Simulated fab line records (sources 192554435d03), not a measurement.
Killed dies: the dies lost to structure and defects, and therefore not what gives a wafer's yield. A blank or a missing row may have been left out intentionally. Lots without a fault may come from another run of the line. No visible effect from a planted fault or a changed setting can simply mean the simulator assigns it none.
fab line records | flow n5_finfet
[record] lots = 4 wafers = 12 last_day = 18
route steps=1938 shown BEOL_M4@1099 BEOL_M5@1112 BEOL_M10@1513 PASSIVATION@1936
lots that met no fault: from a run of the same line without faults
start_h: the number of hours between the record's first day and the start of the first shown wafer of the lot | wait_h: how many hours have passed since the lot's step before this one | " unchanged from the row above | L1.1+2: one row covering several wafers at once | - no value, or no start given | * or withheld: withheld | < > ~ a bound
route shown NAME@n: names a module that has steps shown in the file, with the first one's number in the route | usual: average and standard deviation across the fault-free wafers | same: alike in all rows | chamber/n: place in a boat | sites: per-site readings | _std_site: their standard deviation | _edge_site: the outer-site mean with the inner-site mean subtracted | radius_mm: for every site, how far away it sits from the centre of the wafer | mask NAME#n: copy n | behind: the last tool/chamber to shape the wafer | hold: the reason the lot was held/the length of the hold in hours/how it ended | device: whichever transistor did not switch (one of n, p or np) | end of line: the same wafers' tests at the end of the route | for a step that has no rows: nothing shown but its recipe | killed: the dies lost at the first sort to structure and to defects; this is not the yield of the wafer | map: the dies of a wafer, with x for killed, . for not killed, _ for no die there
set.NAME: setting as actually run; set.NAME@STEP: the setting as run at that earlier step | model.NAME: the simulator's own value behind a step, which no gauge read
lots at some steps of the route; a table a step, a row a wafer
services: when a tool's chamber went out of use (start_h, in hours from the record's first day, below 0 if earlier), for how many hours, and the reason
[[steps]]
[step N5_BEOL_M4_ANNEAL_95]
[recipe] temp_c = 400 time_s = 240 ambient = vacuum
[step N5_BEOL_M4_SPUTTER_96]
[recipe] material = Cu target_thk_a = 45 temp_c = -20 chamber_pressure_pa = 0.07 power_w = withheld time_s = 8.29
[step N5_BEOL_M4_ECD_50]
[recipe] material = Cu target_thk_a = 3000
[step N5_BEOL_M4_ANNEAL_51]
[recipe] temp_c = 225 time_s = 90 ambient = N2
[step N5_BEOL_M4_CMP_52]
[recipe] stop_on = SiOC t_overpolish_s = 6.8 down_force_psi = 1 platen_rpm = 50 clearing_platen_down_force_psi = 1.5 clearing_platen_rpm = 50 post_cmp_clean = cu_alkaline target_thk_nm = 40 clearing_platen_pad_velocity_m_s = 0.99484 pad_velocity_m_s = 0.99484
[step N5_BEOL_M4_PRE_CLEAN_60]
[recipe] gas = NH3/H2 time_s = 15 temp_c = * rf_power_w = 300
[step N5_BEOL_M4_CO_CAP_55]
[recipe] material = Co target_thk_a = 20 temp_c = 200 precursor = CCTBA/H2 pressure_torr = 30 time_s = 102.1
[step N5_BEOL_M4_PRE_CLEAN_56]
[recipe] gas = NH3 time_s = 15 temp_c = withheld rf_power_w = 300
[step N5_BEOL_M4_DEP_57]
[recipe] material = SiCN target_thk_a = 80 temp_c = withheld precursor = 3MS/NH3 pressure_torr = 3 rf_w = 202 time_s = 14
[step N5_BEOL_M4_RC_MEAS_101]
[usual] DIBL_N = 36.0/2 DIBL_P = 36.2/2.2 IOFF_N = 0.16/0.034 IOFF_P = 0.21/0.04 ION_N = 675/12 ION_P = 463/7.2 SS_N = 71.6/0.6 SS_P = 73.3/0.67 VT_N = 250/3 VT_P = -251/3.4
// columns lot.wafer tool chamber start_h wait_h DIBL_N[mV/V] DIBL_P[mV/V] IOFF_N[nA/um] IOFF_P[nA/um] ION_N[uA/um] ION_P[uA/um] SS_N[mV/dec] SS_P[mV/dec] VT_N[mV] VT_P[mV]
L783.4 prober-02 0 218.25 0.5 35.7 38.1 0.18 0.21 685 463 72.3 73.7 251 -255
L783.5 " 0 " " 34.9 35.8 0.15 0.17 676 456 71.4 73.3 251 -257
L783.6 " 0 " " 31.7 32.8 0.10 0.14 652 453 70.2 72.2 256 -255
L785.1 prober-01 0 221.27 0.0 37.1 36.3 0.14 0.18 660 451 72.1 73.7 254 -255
L785.2 " 0 " " 36.6 35.3 0.14 0.17 671 460 72.0 73.0 253 -256
L785.3 " 0 " " 36.9 36.5 0.15 0.19 681 465 71.2 73.5 250 -254
L796.1 prober-02 0 275.12 0.0 36.4 37.5 0.16 0.25 663 456 72.0 73.2 252 -248
L796.3 " 0 " " 34.7 35.6 0.16 0.24 686 474 70.8 73.3 248 -246
L796.6 " 0 " " 34.4 34.8 0.14 0.22 673 468 71.6 73.2 252 -248
L799.1 prober-01 0 311.62 0.0 36.0 35.9 0.15 0.21 665 455 71.9 72.3 250 -250
L799.3 " 0 " " 34.3 33.7 0.14 0.19 681 460 71.3 72.5 248 -248
L799.5 " 0 " " 36.6 36.7 0.18 0.23 686 469 71.4 73.7 249 -247
[step N5_BEOL_M5_ILD_DEP_00]
[recipe] material = SiCOH_lowk target_thk_a = 1406.4 temp_c = 300 precursor = DEMS/porogen pressure_torr = 5 rf_w = 500 time_s = 25.9
[step N5_BEOL_M5_CURE_79]
[recipe] temp_c = 385 time_s = 240 ambient = He/Ar material = SiCOH_lowk
[step N5_BEOL_M5_PECVD_70]
[recipe] material = SiO2 target_thk_a = 160 temp_c = 400 precursor = TEOS/O2 pressure_torr = 5.5 rf_w = 450 teos_flow_sccm = 53.8 gas = O2 flow_sccm = 3000 time_s = 18
[step N5_BEOL_M5_HM_DEP_02]
[recipe] material = TiN target_thk_a = 200 temp_c = 25 chamber_pressure_pa = 0.49996
[step N5_BEOL_M5_COAT_59]
[recipe] resist = SOC temp_c = 250 time_s = 60 spin_rpm = 1500 resist_thk_nm = 60
[step N5_BEOL_M5_COAT_60]
[recipe] resist = SiARC temp_c = 220 time_s = 60 spin_rpm = 1500 resist_thk_nm = 12
[step N5_BEOL_M5_COAT_71]
[recipe] resist = underlayer temp_c = 205 time_s = 60 spin_rpm = 1500 resist_thk_nm = 5
[step N5_BEOL_M5_COAT_05]
[recipe] resist = CAR-EUV spin_rpm = 1500 resist_thk_nm = 30
[step N5_BEOL_M5_EBR_07]
[recipe] solvent = PGMEA ebr_width_mm = 1.5
[step N5_BEOL_M5_SOFTBAKE_06]
[recipe] temp_c = 110 time_s = 60 resist = CAR-EUV
[step N5_BEOL_M5_EXPOSE_08]
[recipe] mask_id = M5 na = 0.33 source_shape = annular sigma_inner = 0.4 sigma_outer = 0.8 polarization = unpolarized target_cd_nm = 28 dose_mj = 35.75
[step N5_BEOL_M5_PEB_09]
[recipe] peb_temp_c = 100 peb_time_s = 60 resist = CAR-EUV
[step N5_BEOL_M5_DEVELOP_10]
[recipe] develop_time_s = 30 developer = TMAH resist = CAR-EUV rinse_liquid = surfactant_rinse dry = air_spin dev_temp_c = 23
[step N5_BEOL_M5_DESCUM_16]
[recipe] chemistry = O2 time_s = 7 source_power_w = 50 bias_power_w = 20 pressure_mtorr = 20 rf_frequency_hz = 2.712e+07 temp_c = 40 resist = CAR-EUV o2_flow_sccm = 225
[step N5_BEOL_M5_ETCH_72]
[recipe] chemistry = N2/H2 target = underlayer target_depth_a = 65 mask_material = CAR-EUV time_s = 5.2 ion_energy_ev = 200 pressure_mtorr = 30 source_w = 840 bias_w = 150 n2_flow_sccm = 200 h2_flow_sccm = 200 ends = cleared
[step N5_BEOL_M5_ETCH_61]
[recipe] chemistry = CF4 target = SiARC target_depth_a = 156 mask_material = CAR-EUV time_s = 26 ion_energy_ev = 80 pressure_mtorr = 40 source_w = 545 bias_w = 36 Ar_flow_sccm = 100 cf4_flow_sccm = 100 ends = cleared
[step N5_BEOL_M5_ETCH_62]
[recipe] chemistry = N2/H2 target = SOC target_depth_a = 750 overetch_a = 150 mask_material = SiARC temp_c = 40 time_s = 112.5 ion_energy_ev = 200 pressure_mtorr = 30 source_w = 840 bias_w = 150 n2_flow_sccm = 200 h2_flow_sccm = 200
[step N5_BEOL_M5_STRIP_63]
[recipe] chemistry = N2/H2 temp_c = 40 n2_flow_sccm = 200 h2_flow_sccm = 200 rf_frequency_hz = 6e+07
[step N5_BEOL_M5_STRIP_73]
[recipe] chemistry = N2/H2 temp_c = 40 n2_flow_sccm = 200 h2_flow_sccm = 200 rf_frequency_hz = 6e+07
[step N5_BEOL_M5_STRIP_64]
[recipe] chemistry = CF4 resist = SiARC power_w = 300 bias_power_w = 75 pressure_mtorr = 50 cf4_flow_sccm = 150 rf_frequency_hz = 6e+07
[step N5_BEOL_M5_HM_OPEN_17]
[recipe] chemistry = Cl2/BCl3 target_depth_a = 200 overetch_a = 60 target = TiN mask_material = SOC ion_energy_ev = 150 pressure_mtorr = 10 icp_w = 1000 bias_w = 126 Cl2_flow_sccm = 53.25 bcl3_flow_sccm = 21.75 Ar_flow_sccm = 25
[step N5_BEOL_M5_STRIP_19]
[recipe] chemistry = O2 power_w = 400 temp_c = 40 pressure_mtorr = 30 rf_frequency_hz = 6e+07 bias_power_w = 0 overash_fraction = 0.2 o2_flow_sccm = 225
[step N5_BEOL_M5_COAT_65]
[recipe] resist = SOC temp_c = 250 time_s = 60 spin_rpm = 1500 resist_thk_nm = 60
[step N5_BEOL_M5_COAT_66]
[recipe] resist = SiARC temp_c = 220 time_s = 60 spin_rpm = 1500 resist_thk_nm = 12
[step N5_BEOL_M10_ETCH_41]
[recipe] chemistry = CH3F/O2 target = SiCN target_depth_a = 426 taper_deg = 2 time_s = 86 ion_energy_ev = 120 mask_material = TiN pressure_mtorr = 30 source_w = 395 bias_w = 75 Ar_flow_sccm = 150 CH3F_flow_sccm = 30 O2_flow_sccm = 20
[usual] CH3F_flow_sccm = 29.98/0.09 O2_flow_sccm = 20.00/0.058 bias_w = 75.01/0.21 drypump_motor_current_A = 5.6/0.49 oes_product_au = 0.77/0.054 rf_fwd_power_W = 392.4/1.4 rf_vpp_V = 296.9/1.5 showerhead_plenum_p_Torr = 1.98/0.065 throttle_valve_pct = 16.34/0.13
// columns lot.wafer tool chamber start_h wait_h CH3F_flow_sccm O2_flow_sccm bias_w drypump_motor_current_A oes_product_au rf_fwd_power_W rf_hours_counter_h rf_vpp_V showerhead_plenum_p_Torr throttle_valve_pct
L783.4 rie_diel-02 1 271.12 - - - - - - - - - - -
L783.5 " 2 " " - - - - - - - - - -
L783.6 " 3 " " - - - - - - - - - -
L785.1 rie_diel-01 1 281.10 - - - - - - - - - - -
L785.2 " 2 " " - - - - - - - - - -
L785.3 " 0 " " - - - - - - - - - -
L796.1 rie_diel-04 3 342.90 - 29.96 20.05 74.75 5.5 0.79 392.9 100 297.8 2.04 16.44
L796.3 " 0 " " 30.07 19.93 75.05 6.1 0.81 390.7 94 297.3 1.95 16.37
L796.6 " 3 " " 29.87 19.92 75.00 5.5 0.79 390.8 - 298.5 2.04 16.41
L799.1 rie_diel-01 1 373.41 - 30.03 19.99 74.83 5.0 0.81 390.8 67 300.1 2.11 16.26
L799.3 " 0 " " 30.04 20.03 75.40 6.2 0.76 393.6 135 296.4 1.92 16.43
L799.5 " 3 " " 29.95 19.98 74.88 6.2 0.72 393.8 - 295.4 1.92 16.40
[step N5_PASSIVATION_PROBE_49]
[usual] defect_limited_yield = 91.5/1.5 killed_at_M0_to_M3 = 33/10 killed_at_M4_up = 15/6.4 killed_at_contacts = 12/5.4 killed_at_front_end = 38/9.8 killed_at_other = 4/3.1 killed_dies = 101/18 killed_on_rim = 13/3.9 killed_open = 67/14 killed_short = 33/7.9 sort_bin_5_function = 5.0/1 sort_bin_6_memory = 3.2/0.67 sort_n_pass = 1079/18 sort_yield_pct = 91.5/1.5
[same] gross_dies = 1180 killed_at_back_side = 0 sort_bin_4_leakage[%] = 0 sort_bin_8_speed[%] = 0
// columns lot.wafer tool chamber start_h wait_h defect_limited_yield[%] killed_at_M0_to_M3 killed_at_M4_up killed_at_contacts killed_at_front_end killed_at_other killed_dies killed_on_rim killed_open killed_short sort_bin_5_function[%] sort_bin_6_memory[%] sort_n_pass sort_yield_pct[%]
L783.4 prober-02 - 337.95 0.2 0 25 1115 9 29 2 1180 152 59 25 96.9 3.0 0 0
L783.5 prober-02 - 338.00 0.2 0 26 1091 19 40 4 1180 152 67 26 96.5 3.2 0 0
L783.6 prober-02 - 338.05 0.3 0 36 1097 3 41 3 1180 152 70 34 96.7 3.2 0 0
L785.1 prober-02 - 348.89 0.0 0 45 1079 8 46 2 1180 152 62 53 95.8 3.9 0 0
L785.2 prober-02 - 348.94 0.1 0 43 1101 7 29 0 1180 152 47 38 96.8 2.9 0 0
L785.3 prober-02 - 348.99 0.1 0 30 1095 20 33 2 1180 152 64 32 95.9 3.6 0 0
// killed by level:class
L783.4 BEOL_M10:area_etch=1094 BEOL_M4:geometric_particle:open=9 MOL_CONTACT_COAG:geometric_particle:open=7 BEOL_M3:geometric_particle:open=7 DUMMY_GATE:geometric_particle:open=6 GATE_CUT:geometric_particle:short=5 BEOL_M0_SAQP:geometric_particle:short=5 BEOL_M0:geometric_particle:open=5
L783.5 BEOL_M10:area_etch=1083 MOL_CONTACT_COAG:geometric_particle:open=16 FIN_SAQP:geometric_particle:open=9 BEOL_M0:geometric_particle:open=7 STI_FIN_REVEAL:geometric_particle:open=6 FIN_SAQP:geometric_particle:short=5 BEOL_M0_SAQP:geometric_particle:short=5 BEOL_M3:geometric_particle:open=5
L783.6 BEOL_M10:area_etch=1074 BEOL_M0_SAQP:geometric_particle:open=11 BEOL_M0_SAQP:geometric_particle:short=10 BEOL_M4:geometric_particle:open=10 STI_FIN_REVEAL:geometric_particle:open=9 FIN_SAQP:geometric_particle:short=7 GATE_CUT:geometric_particle:short=6 BEOL_M3:geometric_particle:open=5
L785.1 BEOL_M10:area_etch=1063 BEOL_M0_SAQP:geometric_particle:open=15 FIN_SAQP:geometric_particle:short=14 BEOL_M0_SAQP:geometric_particle:short=14 FIN_SAQP:geometric_particle:open=11 BEOL_M4:geometric_particle:open=7 BEOL_M2:geometric_particle:open=6 MOL_CONTACT_COAG:geometric_particle:short=5
L785.2 BEOL_M10:area_etch=1095 BEOL_M0_SAQP:geometric_particle:open=15 FIN_SAQP:geometric_particle:short=12 BEOL_M0_SAQP:geometric_particle:short=11 GATE_CUT:geometric_particle:short=6 BEOL_M3:geometric_particle:open=6 BEOL_M2:geometric_particle:open=6 MOL_CONTACT_COAG:geometric_particle:open=5
L785.3 BEOL_M10:area_etch=1084 MOL_CONTACT_COAG:geometric_particle:open=15 FIN_SAQP:geometric_particle:open=11 BEOL_M2:geometric_particle:open=8 BEOL_M0_SAQP:geometric_particle:short=7 STARTING-WAFER:geometric_particle:short=6 MOL_CONTACT_COAG:geometric_particle:short=5 BEOL_M3:geometric_particle:open=5
// map L783.4 (x killed, . not)
_________________xxxxxxxxxxxx________________
______________xxxxxxxxxxxxxxxxxx_____________
___________xxxxxxxxxxxxxxxxxxxxxxxx__________
__________xxxxxxxxxxxxxxxxxxxxxxxxxx_________
________xxxxxxxxxxxxxxxxxxxxxxxxxxxxxx_______
_______xxxxxxxxxxxxxxxxxxxxxxxxxxxxxxxx______
______xxxxxxxxxxxxxxxxxxxxxxxxxxxxxxxxxx_____
_____xxxxxxxxxxxxxxxxxxxxxxxxxxxxxxxxxxxx____
____xxxxxxxxxxxxxxxxxxxxxxxxxxxxxxxxxxxxxx___
___xxxxxxxxxxxxxxxxxxxxxxxxxxxxxxxxxxxxxxxx__
___xxxxxxxxxxxxxxxxxxxxxxxxxxxxxxxxxxxxxxxx__
__xxxxxxxxxxxxxxxxxxxxxxxxxxxxxxxxxxxxxxxxxx_
__xxxxxxxxxxxxxxxxxxxxxxxxxxxxxxxxxxxxxxxxxx_
_xxxxxxxxxxxxxxxxxxxxxxxxxxxxxxxxxxxxxxxxxxxx
_xxxxxxxxxxxxxxxxxxxxxxxxxxxxxxxxxxxxxxxxxxxx
_xxxxxxxxxxxxxxxxxxxxxxxxxxxxxxxxxxxxxxxxxxxx
_xxxxxxxxxxxxxxxxxxxxxxxxxxxxxxxxxxxxxxxxxxxx
_xxxxxxxxxxxxxxxxxxxxxxxxxxxxxxxxxxxxxxxxxxxx
_xxxxxxxxxxxxxxxxxxxxxxxxxxxxxxxxxxxxxxxxxxxx
_xxxxxxxxxxxxxxxxxxxxxxxxxxxxxxxxxxxxxxxxxxxx
_xxxxxxxxxxxxxxxxxxxxxxxxxxxxxxxxxxxxxxxxxxxx
__xxxxxxxxxxxxxxxxxxxxxxxxxxxxxxxxxxxxxxxxxx_
__xxxxxxxxxxxxxxxxxxxxxxxxxxxxxxxxxxxxxxxxxx_
___xxxxxxxxxxxxxxxxxxxxxxxxxxxxxxxxxxxxxxxx__
___xxxxxxxxxxxxxxxxxxxxxxxxxxxxxxxxxxxxxxxx__
____xxxxxxxxxxxxxxxxxxxxxxxxxxxxxxxxxxxxxx___
_____xxxxxxxxxxxxxxxxxxxxxxxxxxxxxxxxxxxx____
______xxxxxxxxxxxxxxxxxxxxxxxxxxxxxxxxxx_____
_______xxxxxxxxxxxxxxxxxxxxxxxxxxxxxxxx______
________xxxxxxxxxxxxxxxxxxxxxxxxxxxxxx_______
__________xxxxxxxxxxxxxxxxxxxxxxxxxx_________
___________xxxxxxxxxxxxxxxxxxxxxxxx__________
______________xxxxxxxxxxxxxxxxxx_____________
_________________xxxxxxxxxxxx________________
// map L785.1 (x killed, . not)
_________________xxxxxxxxxxxx________________
______________xxxxxxxxxxxxxxxxxx_____________
___________xxxxxxxxxxxxxxxxxxxxxxxx__________
__________xxxxxxxxxxxxxxxxxxxxxxxxxx_________
________xxxxxxxxxxxxxxxxxxxxxxxxxxxxxx_______
_______xxxxxxxxxxxxxxxxxxxxxxxxxxxxxxxx______
______xxxxxxxxxxxxxxxxxxxxxxxxxxxxxxxxxx_____
_____xxxxxxxxxxxxxxxxxxxxxxxxxxxxxxxxxxxx____
____xxxxxxxxxxxxxxxxxxxxxxxxxxxxxxxxxxxxxx___
___xxxxxxxxxxxxxxxxxxxxxxxxxxxxxxxxxxxxxxxx__
___xxxxxxxxxxxxxxxxxxxxxxxxxxxxxxxxxxxxxxxx__
__xxxxxxxxxxxxxxxxxxxxxxxxxxxxxxxxxxxxxxxxxx_
__xxxxxxxxxxxxxxxxxxxxxxxxxxxxxxxxxxxxxxxxxx_
_xxxxxxxxxxxxxxxxxxxxxxxxxxxxxxxxxxxxxxxxxxxx
_xxxxxxxxxxxxxxxxxxxxxxxxxxxxxxxxxxxxxxxxxxxx
_xxxxxxxxxxxxxxxxxxxxxxxxxxxxxxxxxxxxxxxxxxxx
_xxxxxxxxxxxxxxxxxxxxxxxxxxxxxxxxxxxxxxxxxxxx
_xxxxxxxxxxxxxxxxxxxxxxxxxxxxxxxxxxxxxxxxxxxx
_xxxxxxxxxxxxxxxxxxxxxxxxxxxxxxxxxxxxxxxxxxxx
_xxxxxxxxxxxxxxxxxxxxxxxxxxxxxxxxxxxxxxxxxxxx
_xxxxxxxxxxxxxxxxxxxxxxxxxxxxxxxxxxxxxxxxxxxx
__xxxxxxxxxxxxxxxxxxxxxxxxxxxxxxxxxxxxxxxxxx_
__xxxxxxxxxxxxxxxxxxxxxxxxxxxxxxxxxxxxxxxxxx_
___xxxxxxxxxxxxxxxxxxxxxxxxxxxxxxxxxxxxxxxx__
___xxxxxxxxxxxxxxxxxxxxxxxxxxxxxxxxxxxxxxxx__
____xxxxxxxxxxxxxxxxxxxxxxxxxxxxxxxxxxxxxx___
_____xxxxxxxxxxxxxxxxxxxxxxxxxxxxxxxxxxxx____
______xxxxxxxxxxxxxxxxxxxxxxxxxxxxxxxxxx_____
_______xxxxxxxxxxxxxxxxxxxxxxxxxxxxxxxx______
________xxxxxxxxxxxxxxxxxxxxxxxxxxxxxx_______
__________xxxxxxxxxxxxxxxxxxxxxxxxxx_________
___________xxxxxxxxxxxxxxxxxxxxxxxx__________
______________xxxxxxxxxxxxxxxxxx_____________
_________________xxxxxxxxxxxx________________
[[services]]
// columns tool chamber start_h hours kind
rie_diel-04 1 279.28 15.5 repair
rie_diel-01 3 303.58 4.3 repair
rie_diel-04 1 320.36 8.2 repair
rie_diel-02 0 353.56 - clean
rie_diel-02 0 353.56 - consumable_replace:focus_ring
rie_diel-02 0 353.56 21.8 scheduled_down
rie_diel-02 0 353.56 21.8 vent_cycle
rie_diel-04 - 354.93 2.8 pm
[[key]]
[first_sign] step = N5_BEOL_M10_ETCH_41 reading = tool_record direction = missing
[effect] step = N5_PASSIVATION_PROBE_49 reading = killed_at_M4_up direction = up sigmas = 99+ usual = 15 struck = 1096
[more_kills_born_at] N5_BEOL_M10_ETCH_41@rie_diel-02 = 3251 N5_BEOL_M10_ETCH_41@rie_diel-01 = 3242
met_at N5_BEOL_M10_ETCH_41
struck_wafers L783.4,L783.5,L783.6,L785.1,L785.2,L785.3
later_rows_left_out L783.4,L783.5,L783.6,L785.1,L785.2,L785.3
[fault] kind = skipped_step_whole tool = rie_diel-01,rie_diel-02 chamber = - onset_h = 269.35 steps = N5_BEOL_M10_ETCH_41 scope = struck_lots_only
// later_rows_left_out: the simulator's readings of these wafers behind a module that went badly wrong aren't trusted and aren't shown, but for the sort
